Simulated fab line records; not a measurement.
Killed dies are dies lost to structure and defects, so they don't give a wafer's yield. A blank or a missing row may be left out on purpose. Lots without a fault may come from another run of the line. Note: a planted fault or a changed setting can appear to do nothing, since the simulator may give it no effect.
fab line records    flow nandHarc
record: lots: 12  wafers: 36  lastDay: 33
route steps=1302 shown A_M0@1157 A_M1@1183 END@1302
lots that met no fault: from a run of the same line without faults
startH: start of the lot's first displayed wafer, in hours after the record's first day    waitH: hours elapsed since this lot's preceding step    " repeats the value in the row above    L1.1+2: a single row standing in for several wafers    - no value, or no start was given    * or withheld: withheld    < > ~ a bound
route shown NAME@n: names a module that has steps shown in the file, with the first one's number in the route    usual: average and standard deviation across the fault-free wafers    same: alike in all rows    chamber/n: place in a boat    sites: the reading at each site    _std_site: their standard deviation    _edge_site: the outer-site mean with the inner-site mean subtracted    radiusMm: for every site, how far away it sits from the centre of the wafer    mask NAME#n: copy n    behind: the most recent tool/chamber to have shaped the wafer    hold: what put the lot on hold/how long, in hours/how the hold closed    device: names the non-switching transistor (n, p or np)    end of line: at the end of the route, the tests of the same wafers    for a step that has no rows: nothing shown but its recipe    killed: the dies lost at the first sort to structure and to defects; this is not the yield of the wafer    map: the dies of a wafer, with x for killed, . for not killed, _ for no die there
set.NAME: the setting that was run; set.NAME@STEP: the one run at that earlier step    model.NAME: the simulator's own value behind a step, which no gauge read
steps of the route over a sample of lots; a table a step, a row a wafer
services: when a tool's chamber went out of use (startH, in hours from the record's first day, below 0 if earlier), for how many hours, and the reason
== steps ==
step: NHARC_A_M0_PRE_CLEAN_29
recipe: timeS: 30  tempC: 280  gas: H2/He
usual: heaterPowerW: 409/26
lot.wafer  tool           chamber  startH  waitH  heaterPowerW
L261.3     pvdSputter-01  -        -       -      402
L261.2     "              -        "       "      420
L261.5     "              -        "       "      389
L263.3     pvdSputter-03  -        -       -      374
L263.4     "              -        "       "      401
L263.1     "              -        "       "      477
L264.1     pvdSputter-02  -        -       -      389
L264.2     "              -        "       "      452
L264.5     "              -        "       "      390
L265.2     pvdSputter-02  -        -       -      388
L265.1     "              -        "       "      465
L265.5     "              -        "       "      392
L266.3     pvdSputter-02  -        -       -      386
L266.2     "              -        "       "      411
L266.5     "              -        "       "      394
L267.4     pvdSputter-01  -        -       -      418
L267.2     "              -        "       "      381
L267.6     "              -        "       "      434
L270.4     pvdSputter-03  -        -       -      378
L270.3     "              -        "       "      459
L270.5     "              -        "       "      399
L271.2     pvdSputter-01  -        -       -      405
L271.4     "              -        "       "      391
L271.6     "              -        "       "      403
L274.1     pvdSputter-01  -        -       -      402
L274.6     "              -        "       "      404
L274.5     "              -        "       "      445
L273.3     pvdSputter-02  -        -       -      429
L273.4     "              -        "       "      371
L273.2     "              -        "       "      376
L279.2     pvdSputter-02  -        -       -      371
L279.1     "              -        "       "      422
L279.4     "              -        "       "      420
L283.4     pvdSputter-03  -        -       -      405
L283.3     "              -        "       "      389
L283.5     "              -        "       "      381
step: NHARC_A_M0_INSPECT_27
usual: rawDefectCount: 556/130
lot.wafer  tool              chamber  startH  waitH  rawDefectCount
L261.2     defectInspect-01  -        535.92  0.0    591
L261.3     "                 -        "       "      805
L261.5     "                 -        "       "      661
L263.1     defectInspect-02  -        546.81  0.0    568
L263.3     "                 -        "       "      681
L263.4     "                 -        "       "      639
L264.1     defectInspect-01  -        560.63  0.0    648
L264.2     "                 -        "       "      898
L264.5     "                 -        "       "      451
L265.1     defectInspect-01  -        589.13  0.0    706
L265.2     "                 -        "       "      576
L265.5     "                 -        "       "      421
L266.2     defectInspect-01  -        593.29  0.0    442
L266.3     "                 -        "       "      481
L266.5     "                 -        "       "      370
L267.2     defectInspect-02  -        600.25  0.0    550
L267.4     "                 -        "       "      558
L267.6     "                 -        "       "      711
L270.3     defectInspect-02  -        620.75  0.0    494
L270.4     "                 -        "       "      474
L270.5     "                 -        "       "      552
L271.2     defectInspect-01  -        626.82  0.0    384
L271.4     "                 -        "       "      340
L271.6     "                 -        "       "      332
L274.1     defectInspect-02  -        670.89  0.0    556
L274.5     "                 -        "       "      431
L274.6     "                 -        "       "      516
L273.2     defectInspect-02  -        672.29  0.0    626
L273.3     "                 -        "       "      644
L273.4     "                 -        "       "      578
L279.1     defectInspect-01  -        712.56  0.0    674
L279.2     "                 -        "       "      589
L279.4     "                 -        "       "      953
L283.3     defectInspect-02  -        762.77  0.0    424
L283.4     "                 -        "       "      495
L283.5     "                 -        "       "      460
step: NHARC_A_M1_ETCH_35
recipe: targetDepthA: 400  overetchA: 120  timeS: 43.94  ionEnergyEv: 200  n2FlowSccm: 150  h2FlowSccm: 150  arFlowSccm: 0  rfW: 400  biasW: 150  chemistry: N2/H2
usual: drypumpMotorCurrentA: 5.93/0.3  oesProductAu: 1.000/0.0096  rfVppV: 430.3/1.9  runLengthS: 65.2/0.38  showerheadPlenumPTorr: 2.04/0.063  throttleValvePct: 14.173/0.0091
lot.wafer  tool        chamber  startH  waitH  drypumpMotorCurrentA  oesProductAu  rfHoursCounterH  rfVppV  runLengthS  showerheadPlenumPTorr  throttleValvePct
L261.2     rieDiel-05  2        537.58  0.1    6.30                  0.981         7.4              428.8   65.7        1.99                   14.170
L261.3     "           3        "       "      5.59                  0.991         7.3              431.8   64.7        2.09                   14.170
L261.5     "           1        "       "      5.96                  0.996         -                431.2   65.1        2.09                   14.184
L263.1     rieDiel-05  3        548.60  0.1    5.53                  1.000         8.2              432.4   65.3        2.09                   14.177
L263.4     "           0        "       "      6.27                  0.985         7.0              429.7   65.1        1.98                   14.181
L263.3     "           1        "       "      5.97                  0.993         7.4              431.2   65.2        2.09                   14.181
L264.1     rieDiel-04  2        562.19  0.1    5.99                  1.021         0.7              433.4   65.6        2.12                   14.186
L264.2     "           3        "       "      5.71                  1.002         0.6              429.7   65.6        2.06                   14.168
L264.5     "           1        "       "      5.90                  1.007         -                429.3   65.0        1.97                   14.183
L265.2     rieDiel-04  1        590.68  0.1    6.01                  1.012         1.3              429.4   64.8        1.97                   14.188
L265.1     "           3        "       "      5.74                  1.003         1.2              432.0   65.0        2.06                   14.176
L265.5     "           1        "       "      5.97                  1.015         -                429.0   65.0        1.97                   14.168
L266.2     rieDiel-04  2        594.80  0.1    6.00                  1.014         1.6              433.7   65.4        2.12                   14.169
L266.3     "           0        "       "      6.08                  1.002         0.8              430.7   65.2        2.04                   14.152
L266.5     "           2        "       "      6.03                  1.018         -                433.6   66.0        2.12                   14.163
L267.2     rieDiel-05  0        601.79  0.1    6.30                  1.004         0.9              428.0   65.0        1.98                   14.185
L267.4     "           3        "       "      5.57                  0.992         1.2              431.8   64.8        2.09                   14.183
L267.6     "           0        "       "      6.29                  0.992         -                429.0   65.0        1.98                   14.169
L270.4     rieDiel-06  0        622.58  0.1    5.16                  0.983         6.6              427.2   65.0        1.93                   14.171
L270.3     "           2        "       "      6.24                  0.986         7.3              429.5   65.3        2.03                   14.196
L270.5     "           0        "       "      5.15                  0.983         -                427.3   64.8        1.93                   14.181
L271.4     rieDiel-06  1        628.39  0.1    5.67                  0.992         8.1              430.3   64.3        2.04                   14.172
L271.2     "           2        "       "      6.25                  0.994         7.5              429.4   64.9        2.03                   14.163
L271.6     "           0        "       "      5.16                  0.999         -                427.8   64.7        1.93                   14.160
L274.1     rieDiel-04  3        672.63  0.1    5.72                  1.003         3.4              433.0   65.3        2.06                   14.178
L274.5     "           0        "       "      6.10                  0.994         -                430.6   65.4        2.04                   14.175
L274.6     "           1        "       "      5.94                  0.995         -                428.8   65.1        1.97                   14.179
L273.3     rieDiel-06  2        674.00  0.1    6.22                  0.998         0.1              431.0   65.1        2.03                   14.163
L273.4     "           3        "       "      6.05                  0.988         0.1              432.8   65.3        2.15                   14.179
L273.2     "           1        "       "      5.68                  0.995         0.1              429.4   64.2        2.04                   14.177
L279.2     rieDiel-06  2        714.22  0.1    6.26                  0.998         2.5              432.0   65.4        2.03                   14.187
L279.1     "           3        "       "      6.07                  0.984         2.2              433.3   65.3        2.15                   14.179
L279.4     "           0        "       "      5.17                  0.998         3.2              427.2   52.7        1.93                   14.171
L283.4     rieDiel-04  0        764.60  0.1    6.12                  1.003         1.5              429.9   65.1        2.03                   14.156
L283.3     "           3        "       "      5.70                  1.002         2.0              431.9   65.8        2.06                   14.164
L283.5     "           1        "       "      5.93                  1.003         -                427.6   64.8        1.96                   14.157
step: NHARC_A_M1_PVD_20
recipe: targetThkA: 50  biasV: 168.6  powerW: 15000  chamberPressurePa: 0.12  timeS: 8.06  substrateTempC: 50  material: TaN
usual: throttleValvePct: 29.6/0.54
lot.wafer  tool           chamber  startH  waitH  throttleValvePct
L261.2     pvdSputter-01  -        -       -      29.8
L261.3     "              -        "       "      30.4
L261.5     "              -        "       "      29.5
L263.4     pvdSputter-01  -        -       -      29.3
L263.1     "              -        "       "      30.3
L263.3     "              -        "       "      28.7
L264.1     pvdSputter-02  -        -       -      29.1
L264.2     "              -        "       "      29.6
L264.5     "              -        "       "      29.3
L265.1     pvdSputter-02  -        -       -      30.0
L265.2     "              -        "       "      29.2
L265.5     "              -        "       "      30.0
L266.3     pvdSputter-01  -        -       -      29.7
L266.2     "              -        "       "      29.7
L266.5     "              -        "       "      29.6
L267.4     pvdSputter-03  -        -       -      29.7
L267.2     "              -        "       "      31.0
L267.6     "              -        "       "      29.6
L270.3     pvdSputter-02  -        -       -      29.0
L270.4     "              -        "       "      29.9
L270.5     "              -        "       "      29.2
L271.4     pvdSputter-02  -        -       -      29.0
L271.2     "              -        "       "      29.0
L271.6     "              -        "       "      29.7
L274.1     pvdSputter-03  -        -       -      29.9
L274.5     "              -        "       "      30.0
L274.6     "              -        "       "      31.1
L273.3     pvdSputter-02  -        -       -      29.7
L273.4     "              -        "       "      29.1
L273.2     "              -        "       "      29.5
L279.4     pvdSputter-01  -        -       -      28.9
L279.2     "              -        "       "      29.8
L279.1     "              -        "       "      29.6
L283.4     pvdSputter-02  -        -       -      29.5
L283.3     "              -        "       "      29.4
L283.5     "              -        "       "      29.0
step: NHARC_END_SORT_01
recipe: tempC: 25
usual: defectLimitedYield: 92.0/2.4  killedAtArray: 50/16  killedAtOther: 0.8/1  killedAtPeriphery: 4/3.1  killedDies: 54/16  killedOpen: 3.2/2  killedShort: 2.5/1.6  sort_bin_2_pct: 2.8/1  sort_bin_3_pct: 0.6/0.35  sort_bin_4_pct: 4.6/1.4  sortNPass: 623/16  sortRimYieldPct: 90/4.3  sortYieldPct: 92.0/2.4
same: grossDies: 677  sort_bin_5_pct[%]: 0  sort_bin_6_pct[%]: 0  sort_bin_7_pct[%]: 0  sort_bin_8_pct[%]: 0  sortRimNGross: 106.00
lot.wafer  tool       chamber  startH  waitH  defectLimitedYield[%]  killedAtArray  killedAtOther  killedAtPeriphery  killedDies  killedOpen  killedShort  sort_bin_2_pct[%]  sort_bin_3_pct[%]  sort_bin_4_pct[%]  sortNPass  sortRimYieldPct[%]  sortYieldPct[%]
L261.2     prober-02  0        573.24  2.8    91.3                   56             2              1                  59          0           1            4.0                0.9                3.8                618        91                  91.3
L261.3     prober-02  0        574.04  3.1    91.4                   57             0              1                  58          0           0            3.7                1.0                3.8                619        99                  91.4
L261.5     prober-02  0        575.65  3.7    91.1                   58             0              2                  60          2           3            3.5                0.7                4.6                617        90                  91.1
L263.1     prober-02  0        588.41  2.5    91.6                   54             2              1                  57          1           1            3.4                0.4                4.6                620        84                  91.6
L263.3     prober-02  0        590.01  3.1    90.4                   62             0              3                  65          4           2            2.4                0.4                6.8                612        93                  90.4
L263.4     prober-02  0        590.81  3.4    91.1                   56             3              1                  60          2           2            2.8                0.9                5.2                617        81                  91.1
L264.1     prober-01  0        597.67  2.5    94.4                   35             2              1                  38          2           1            2.1                0.6                3.0                639        89                  94.4
L264.2     prober-01  0        598.46  2.8    90.3                   60             2              4                  66          1           1            3.7                0.3                5.8                611        94                  90.3
L264.5     prober-01  0        600.80  3.6    93.4                   41             1              3                  45          3           1            2.4                0.4                3.8                632        88                  93.4
L265.1     prober-02  0        625.80  2.5    94.2                   39             0              0                  39          0           1            1.6                0.1                4.0                638        92                  94.2
L265.2     prober-02  0        626.60  2.8    90.3                   62             0              4                  66          3           8            3.5                0.4                5.8                611        94                  90.3
L265.5     prober-02  0        628.99  3.7    94.8                   31             1              3                  35          2           2            2.1                0                  3.1                642        92                  94.8
L266.2     prober-01  0        634.34  2.8    91.7                   47             1              8                  56          4           3            3.0                0.3                5.0                621        98                  91.7
L266.3     prober-01  0        635.15  3.1    93.4                   41             0              4                  45          3           1            2.2                0.3                4.1                632        89                  93.4
L266.5     prober-01  0        636.76  3.7    90.1                   62             0              5                  67          5           1            3.2                0.4                6.2                610        99                  90.1
L267.2     prober-02  0        637.36  2.8    91.0                   54             1              6                  61          7           2            2.4                1.2                5.5                616        96                  91.0
L267.4     prober-02  0        638.97  3.4    94.2                   38             0              1                  39          6           1            2.4                0.6                2.8                638        88                  94.2
L267.6     prober-02  0        640.57  4.0    91.1                   58             1              1                  60          1           8            2.4                1.2                5.3                617        92                  91.1
L270.3     prober-02  0        658.41  3.1    92.6                   40             0              10                 50          5           3            1.8                0.1                5.5                627        90                  92.6
L270.4     prober-02  0        659.20  3.4    92.3                   44             0              8                  52          4           4            2.7                0.3                4.7                625        90                  92.3
L270.5     prober-02  0        659.99  3.7    92.0                   45             0              9                  54          3           4            1.8                0.1                6.1                623        94                  92.0
L271.2     prober-02  0        665.35  2.8    89.5                   59             3              9                  71          8           3            4.3                0.9                5.3                606        85                  89.5
L271.4     prober-02  0        666.92  3.4    89.2                   63             1              9                  73          3           3            4.0                0.6                6.2                604        85                  89.2
L271.6     prober-02  0        668.50  3.9    92.5                   44             3              4                  51          0           4            2.2                0.4                4.9                626        85                  92.5
L273.2     prober-01  0        705.65  2.8    92.9                   48             0              0                  48          1           2            2.4                0.7                4.0                629        88                  92.9
L273.3     prober-01  0        706.45  3.1    89.5                   67             0              4                  71          5           4            4.1                0.9                5.5                606        82                  89.5
L273.4     prober-01  0        707.25  3.4    86.1                   90             1              3                  94          4           4            5.6                1.3                6.9                583        89                  86.1
L274.1     prober-02  0        712.63  2.5    89.2                   64             1              8                  73          4           3            3.7                0.6                6.5                604        87                  89.2
L274.5     prober-02  0        715.84  3.7    89.8                   65             0              4                  69          3           3            4.0                1.0                5.2                608        91                  89.8
L274.6     prober-02  0        716.64  4.0    92.0                   53             0              1                  54          3           4            3.2                0.6                4.1                623        87                  92.0
L279.1     prober-01  0        752.65  2.5    89.7                   69             1              0                  70          0           5            4.0                0.6                5.8                607        84                  89.7
L279.2     prober-01  0        753.45  2.8    91.0                   58             2              1                  61          3           5            3.7                0.4                4.9                616        86                  91.0
L279.4     prober-01  0        755.05  3.4    91.1                   56             3              1                  60          8           2            4.1                0.4                4.3                617        86                  91.1
L283.3     prober-01  0        800.98  3.1    93.1                   36             0              11                 47          3           2            2.1                0.4                4.4                630        92                  93.1
L283.4     prober-01  0        801.78  3.4    95.6                   22             0              8                  30          3           0            1.8                0.1                2.5                647        94                  95.6
L283.5     prober-01  0        802.59  3.7    92.0                   43             2              9                  54          3           4            3.1                0.6                4.3                623        89                  92.0
killed by level:class
L261.2 A_CHANNEL_HOLE_D1:chamberFilmFlake=32 A_CHANNEL_HOLE_D2:chamberFilmFlake=20 A_CONTACT:chamberFilmFlake=2 P_GATE:chamberFilmFlake=1 STARTING-WAFER:geometricParticle:short=1 A_DECK1_JOINT:chamberFilmFlake=1 A_STAIRCASE:chamberFilmFlake=1 THIN_TSV:chamberFilmFlake=1
L261.3 A_CHANNEL_HOLE_D2:chamberFilmFlake=33 A_CHANNEL_HOLE_D1:chamberFilmFlake=21 A_CONTACT:chamberFilmFlake=3 P_ZERO_WELL:chamberFilmFlake=1
L261.5 A_CHANNEL_HOLE_D1:chamberFilmFlake=33 A_CHANNEL_HOLE_D2:chamberFilmFlake=21 P_M1:geometricParticle:open=1 A_SOURCE_PLATE:geometricParticle:short=1 A_CHANNEL_FILL_D1:geometricParticle:open=1 A_DECK1_JOINT:geometricParticle:short=1 A_WL_FILL:geometricParticle:short=1 P_ZERO_WELL:chamberFilmFlake=1
L263.1 A_SLIT:chamberFilmFlake=21 A_CHANNEL_HOLE_D1:chamberFilmFlake=20 A_CHANNEL_HOLE_D2:chamberFilmFlake=10 THIN_TSV:chamberFilmFlake=2 A_ONON_D1:geometricParticle:short=1 A_M0:geometricParticle:open=1 P_ZERO_WELL:chamberFilmFlake=1 A_WL_FILL:chamberFilmFlake=1
L263.3 A_CHANNEL_HOLE_D1:chamberFilmFlake=32 A_SLIT:chamberFilmFlake=20 A_CHANNEL_HOLE_D2:chamberFilmFlake=4 A_DECK1_JOINT:chamberFilmFlake=2 P_CONTACT:geometricParticle:open=1 P_M0:geometricParticle:open=1 P_M2:geometricParticle:open=1 A_SGD_CUT:geometricParticle:open=1
L263.4 A_CHANNEL_HOLE_D1:chamberFilmFlake=23 A_SLIT:chamberFilmFlake=23 A_CHANNEL_HOLE_D2:chamberFilmFlake=4 A_CONTACT:chamberFilmFlake=3 THIN_TSV:chamberFilmFlake=3 P_CONTACT:geometricParticle:short=1 A_ONON_D1:geometricParticle:short=1 A_CHANNEL_FILL_D1:geometricParticle:open=1
L264.1 A_CHANNEL_HOLE_D1:chamberFilmFlake=20 A_CHANNEL_HOLE_D2:chamberFilmFlake=4 A_CHANNEL_FILL_D2:chamberFilmFlake=2 A_BONDPAD:chamberFilmFlake=2 THIN_TSV:chamberFilmFlake=2 A_ONON_D1:geometricParticle:open=1 A_SGD_CUT:geometricParticle:short=1 A_M0:geometricParticle:open=1
L264.2 A_CHANNEL_HOLE_D1:chamberFilmFlake=37 A_CHANNEL_HOLE_D2:chamberFilmFlake=7 A_DECK1_JOINT:chamberFilmFlake=4 A_CONTACT:chamberFilmFlake=3 P_STI:chamberFilmFlake=2 A_BONDPAD:chamberFilmFlake=2 A_CHANNEL_FILL_D1:chamberFilmFlake=2 THIN_TSV:chamberFilmFlake=2
L264.5 A_CHANNEL_HOLE_D1:chamberFilmFlake=19 A_CHANNEL_HOLE_D2:chamberFilmFlake=6 A_CHANNEL_FILL_D2:chamberFilmFlake=3 A_STAIRCASE:chamberFilmFlake=3 P_ZERO_WELL:chamberFilmFlake=2 A_CONTACT:chamberFilmFlake=2 A_BONDPAD:chamberFilmFlake=2 P_M0:geometricParticle:open=1
L265.1 A_CHANNEL_HOLE_D1:chamberFilmFlake=19 A_CHANNEL_HOLE_D2:chamberFilmFlake=8 A_STAIRCASE:chamberFilmFlake=4 A_CHANNEL_FILL_D1:chamberFilmFlake=2 A_M1:geometricParticle:short=1 A_CHANNEL_FILL_D2:chamberFilmFlake=1 A_SGD_CUT:chamberFilmFlake=1 A_SLIT:chamberFilmFlake=1
L265.2 A_CHANNEL_HOLE_D1:chamberFilmFlake=28 A_CHANNEL_HOLE_D2:chamberFilmFlake=11 A_CONTACT:chamberFilmFlake=5 P_M0:geometricParticle:short=2 A_M0:geometricParticle:short=2 A_CHANNEL_FILL_D1:chamberFilmFlake=2 A_DECK1_JOINT:chamberFilmFlake=2 A_WL_FILL:chamberFilmFlake=2
L265.5 A_CHANNEL_HOLE_D1:chamberFilmFlake=17 A_CHANNEL_HOLE_D2:chamberFilmFlake=4 A_DECK1_JOINT:chamberFilmFlake=2 A_CHANNEL_FILL_D2:chamberFilmFlake=2 A_STAIRCASE:chamberFilmFlake=2 P_CONTACT:geometricParticle:short=1 P_CONTACT:geometricParticle:open=1 P_M0:geometricParticle:open=1
L266.2 A_CHANNEL_HOLE_D2:chamberFilmFlake=27 P_CONTACT:chamberFilmFlake=7 A_CHANNEL_HOLE_D1:chamberFilmFlake=3 A_STAIRCASE:chamberFilmFlake=3 A_CONTACT:chamberFilmFlake=3 A_DECK1_JOINT:chamberFilmFlake=2 A_CHANNEL_HOLE_D1:geometricParticle:short=1 A_DECK1_JOINT:geometricParticle:short=1
L266.3 A_CHANNEL_HOLE_D2:chamberFilmFlake=20 P_CONTACT:chamberFilmFlake=4 A_CHANNEL_HOLE_D1:chamberFilmFlake=4 A_DECK1_JOINT:chamberFilmFlake=4 A_CHANNEL_FILL_D2:chamberFilmFlake=3 A_STAIRCASE:chamberFilmFlake=3 A_DECK1_JOINT:geometricParticle:open=1 A_ONON_D2:geometricParticle:open=1
L266.5 A_CHANNEL_HOLE_D2:chamberFilmFlake=38 A_CHANNEL_FILL_D2:chamberFilmFlake=5 A_CONTACT:chamberFilmFlake=5 A_STAIRCASE:chamberFilmFlake=4 A_CHANNEL_HOLE_D1:chamberFilmFlake=3 P_CONTACT:geometricParticle:open=2 P_CONTACT:chamberFilmFlake=2 A_DECK1_JOINT:geometricParticle:open=1
L267.2 A_CHANNEL_HOLE_D1:chamberFilmFlake=32 A_CHANNEL_HOLE_D2:chamberFilmFlake=12 P_M0:geometricParticle:open=2 A_CONTACT:chamberFilmFlake=2 P_STI:geometricParticle:open=1 P_CONTACT:geometricParticle:open=1 A_ONON_D1:geometricParticle:open=1 A_CHANNEL_HOLE_D1:geometricParticle:short=1
L267.4 A_CHANNEL_HOLE_D1:chamberFilmFlake=23 A_CHANNEL_HOLE_D2:chamberFilmFlake=8 P_M1:geometricParticle:open=1 A_DECK1_JOINT:geometricParticle:open=1 A_ONON_D2:geometricParticle:open=1 A_CHANNEL_FILL_D2:geometricParticle:short=1 A_WL_FILL:geometricParticle:open=1 A_CONTACT:geometricParticle:open=1
L267.6 A_CHANNEL_HOLE_D1:chamberFilmFlake=32 A_CHANNEL_HOLE_D2:chamberFilmFlake=10 A_CONTACT:chamberFilmFlake=2 A_DECK1_JOINT:chamberFilmFlake=2 A_WL_FILL:chamberFilmFlake=2 P_CONTACT:geometricParticle:short=1 A_CHANNEL_FILL_D1:geometricParticle:short=1 A_DECK1_JOINT:geometricParticle:short=1
L270.3 A_CHANNEL_HOLE_D2:chamberFilmFlake=14 A_STAIRCASE:chamberFilmFlake=8 P_M2:chamberFilmFlake=6 A_CONTACT:chamberFilmFlake=4 A_CHANNEL_HOLE_D1:chamberFilmFlake=3 A_M0:geometricParticle:open=2 P_CONTACT:chamberFilmFlake=2 A_SLIT:chamberFilmFlake=2
L270.4 A_CHANNEL_HOLE_D2:chamberFilmFlake=10 A_STAIRCASE:chamberFilmFlake=9 A_CONTACT:chamberFilmFlake=9 P_M2:chamberFilmFlake=6 A_CHANNEL_HOLE_D1:chamberFilmFlake=4 A_SLIT:chamberFilmFlake=3 P_M0:geometricParticle:open=1 A_CHANNEL_FILL_D1:geometricParticle:short=1
L270.5 A_CHANNEL_HOLE_D2:chamberFilmFlake=11 A_CONTACT:chamberFilmFlake=10 P_CONTACT:chamberFilmFlake=6 A_CHANNEL_HOLE_D1:chamberFilmFlake=6 A_STAIRCASE:chamberFilmFlake=6 A_M0:chamberFilmFlake=6 P_GATE:geometricParticle:short=2 A_ONON_D1:geometricParticle:open=1
L271.2 A_SLIT:chamberFilmFlake=24 A_CHANNEL_HOLE_D2:chamberFilmFlake=9 A_CHANNEL_HOLE_D1:chamberFilmFlake=6 A_M0:chamberFilmFlake=5 P_STI:chamberFilmFlake=4 A_STAIRCASE:chamberFilmFlake=4 P_GATE:chamberFilmFlake=3 THIN_TSV:chamberFilmFlake=3
L271.4 A_SLIT:chamberFilmFlake=31 A_CHANNEL_HOLE_D2:chamberFilmFlake=17 P_STI:chamberFilmFlake=4 A_CHANNEL_FILL_D2:chamberFilmFlake=3 A_ONON_D2:geometricParticle:short=2 P_ZERO_WELL:chamberFilmFlake=2 P_GATE:chamberFilmFlake=2 A_CHANNEL_HOLE_D1:chamberFilmFlake=2
L271.6 A_SLIT:chamberFilmFlake=20 A_CHANNEL_HOLE_D2:chamberFilmFlake=17 P_STI:chamberFilmFlake=3 A_ONON_D2:geometricParticle:short=2 A_STAIRCASE:chamberFilmFlake=2 THIN_TSV:chamberFilmFlake=2 A_ONON_D1:geometricParticle:short=1 P_M2:chamberFilmFlake=1
L273.2 A_SLIT:chamberFilmFlake=19 A_CHANNEL_HOLE_D2:chamberFilmFlake=10 A_CHANNEL_HOLE_D1:chamberFilmFlake=10 A_STAIRCASE:chamberFilmFlake=3 A_DECK1_JOINT:geometricParticle:short=1 A_SGD_CUT:geometricParticle:short=1 A_M0:geometricParticle:open=1 A_ZERO_WELL:chamberFilmFlake=1
L273.3 A_SLIT:chamberFilmFlake=19 A_CHANNEL_HOLE_D2:chamberFilmFlake=16 A_CHANNEL_HOLE_D1:chamberFilmFlake=14 A_STAIRCASE:chamberFilmFlake=4 A_CONTACT:chamberFilmFlake=3 P_CONTACT:geometricParticle:open=2 A_M1:chamberFilmFlake=2 A_ONON_D1:geometricParticle:short=1
L273.4 A_CHANNEL_HOLE_D2:chamberFilmFlake=28 A_CHANNEL_HOLE_D1:chamberFilmFlake=27 A_SLIT:chamberFilmFlake=23 A_M1:chamberFilmFlake=3 A_M0:geometricParticle:open=2 P_GATE:geometricParticle:open=1 P_M0:geometricParticle:short=1 A_ONON_D1:geometricParticle:open=1
L274.1 A_CHANNEL_HOLE_D1:chamberFilmFlake=34 A_CHANNEL_HOLE_D2:chamberFilmFlake=14 A_CONTACT:chamberFilmFlake=8 P_M2:chamberFilmFlake=5 P_CONTACT:geometricParticle:open=2 A_SLIT:chamberFilmFlake=2 A_ONON_D2:geometricParticle:short=1 A_SGD_CUT:geometricParticle:short=1
L274.5 A_CHANNEL_HOLE_D1:chamberFilmFlake=29 A_CHANNEL_HOLE_D2:chamberFilmFlake=16 A_CONTACT:chamberFilmFlake=10 A_SLIT:chamberFilmFlake=3 A_WL_FILL:geometricParticle:short=2 P_M2:chamberFilmFlake=2 P_M0:geometricParticle:open=1 A_ONON_D2:geometricParticle:short=1
L274.6 A_CHANNEL_HOLE_D1:chamberFilmFlake=15 A_CHANNEL_HOLE_D2:chamberFilmFlake=11 A_CONTACT:chamberFilmFlake=9 A_SLIT:chamberFilmFlake=3 A_WL_FILL:chamberFilmFlake=3 A_M1:chamberFilmFlake=3 A_CHANNEL_FILL_D1:geometricParticle:open=1 A_ONON_D2:geometricParticle:short=1
L279.1 A_SLIT:chamberFilmFlake=25 A_CHANNEL_HOLE_D2:chamberFilmFlake=19 A_CHANNEL_HOLE_D1:chamberFilmFlake=9 A_CONTACT:chamberFilmFlake=6 A_SGD_CUT:chamberFilmFlake=2 A_ONON_D1:geometricParticle:short=1 A_CHANNEL_FILL_D1:geometricParticle:short=1 A_DECK1_JOINT:geometricParticle:short=1
L279.2 A_CHANNEL_HOLE_D2:chamberFilmFlake=20 A_SLIT:chamberFilmFlake=20 A_CONTACT:chamberFilmFlake=5 A_CHANNEL_HOLE_D1:chamberFilmFlake=3 A_CHANNEL_FILL_D1:geometricParticle:open=2 THIN_TSV:chamberFilmFlake=2 A_ONON_D1:geometricParticle:short=1 A_CHANNEL_HOLE_D1:geometricParticle:short=1
L279.4 A_SLIT:chamberFilmFlake=27 A_CHANNEL_HOLE_D2:chamberFilmFlake=7 A_CONTACT:chamberFilmFlake=6 A_CHANNEL_HOLE_D1:chamberFilmFlake=5 THIN_TSV:chamberFilmFlake=3 A_CHANNEL_HOLE_D1:geometricParticle:open=2 A_BLC:geometricParticle:open=2 A_DECK1_JOINT:chamberFilmFlake=2
L283.3 A_CHANNEL_HOLE_D1:chamberFilmFlake=19 A_SLIT:chamberFilmFlake=11 P_BONDPAD:chamberFilmFlake=4 P_STI:geometricParticle:open=2 P_M0:geometricParticle:short=2 P_GATE:chamberFilmFlake=2 A_DECK1_JOINT:chamberFilmFlake=2 A_STAIRCASE:chamberFilmFlake=2
L283.4 A_CHANNEL_HOLE_D1:chamberFilmFlake=9 A_SLIT:chamberFilmFlake=5 P_BONDPAD:chamberFilmFlake=4 P_STI:chamberFilmFlake=2 P_GATE:chamberFilmFlake=2 A_CONTACT:chamberFilmFlake=2 A_CONTACT:geometricParticle:open=1 A_BLC:geometricParticle:open=1
L283.5 A_CHANNEL_HOLE_D1:chamberFilmFlake=19 A_SLIT:chamberFilmFlake=6 P_BONDPAD:chamberFilmFlake=4 A_CONTACT:chamberFilmFlake=4 A_STAIRCASE:chamberFilmFlake=4 P_STI:chamberFilmFlake=2 P_GATE:chamberFilmFlake=2 A_CHANNEL_FILL_D1:chamberFilmFlake=2
== services ==
tool           chamber  startH  hours  kind
pvdSputter-03  -        526.00  10.0   pm
rieDiel-04     -        531.91  9.0    pm
pvdSputter-01  -        550.87  30.4   repair
rieDiel-04     0        553.78  13.7   repair
rieDiel-05     0        563.84  6.4    repair
pvdSputter-03  -        577.88  4.2    repair
pvdSputter-01  -        582.36  10.0   pm
rieDiel-05     -        583.60  9.0    pm
rieDiel-05     3        612.53  12.3   repair
rieDiel-04     -        613.56  0.2    repair
pvdSputter-02  -        613.74  2.8    repair
pvdSputter-03  -        637.09  2.3    repair
pvdSputter-02  -        638.00  10.0   pm
rieDiel-04     -        660.59  2.2    repair
rieDiel-06     -        661.22  9.0    pm
rieDiel-05     2        683.32  4.4    repair
pvdSputter-03  -        704.00  10.0   pm
rieDiel-04     -        708.91  9.0    pm
pvdSputter-02  -        712.31  6.9    repair
rieDiel-04     0        725.34  12.1   repair
rieDiel-05     3        738.50  9.1    repair
pvdSputter-01  -        760.36  10.0   pm
rieDiel-05     1        760.52  2.9    repair
rieDiel-05     -        760.60  9.0    pm
== key ==
firstSign: step: NHARC_A_M1_ETCH_35  reading: runLengthS  direction: down  sigmas: 33  usual: *  struck: *
effect none on later readings
metAt NHARC_A_M1_ETCH_35
struckLots L279
struckWafers L279.4
notActingAt NHARC_A_M0_PRE_CLEAN_29,NHARC_A_M0_INSPECT_27,NHARC_A_M1_PVD_20
onsetBetween 628.39 714.22
fault: kind: processParameterDrift  tool: rieDiel-06  chamber: 0  onsetH: 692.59  steps: NHARC_A_M1_ETCH_35  channel: timeS  offset: *  shape: step  endH: 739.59  actsIn: *  stated: *
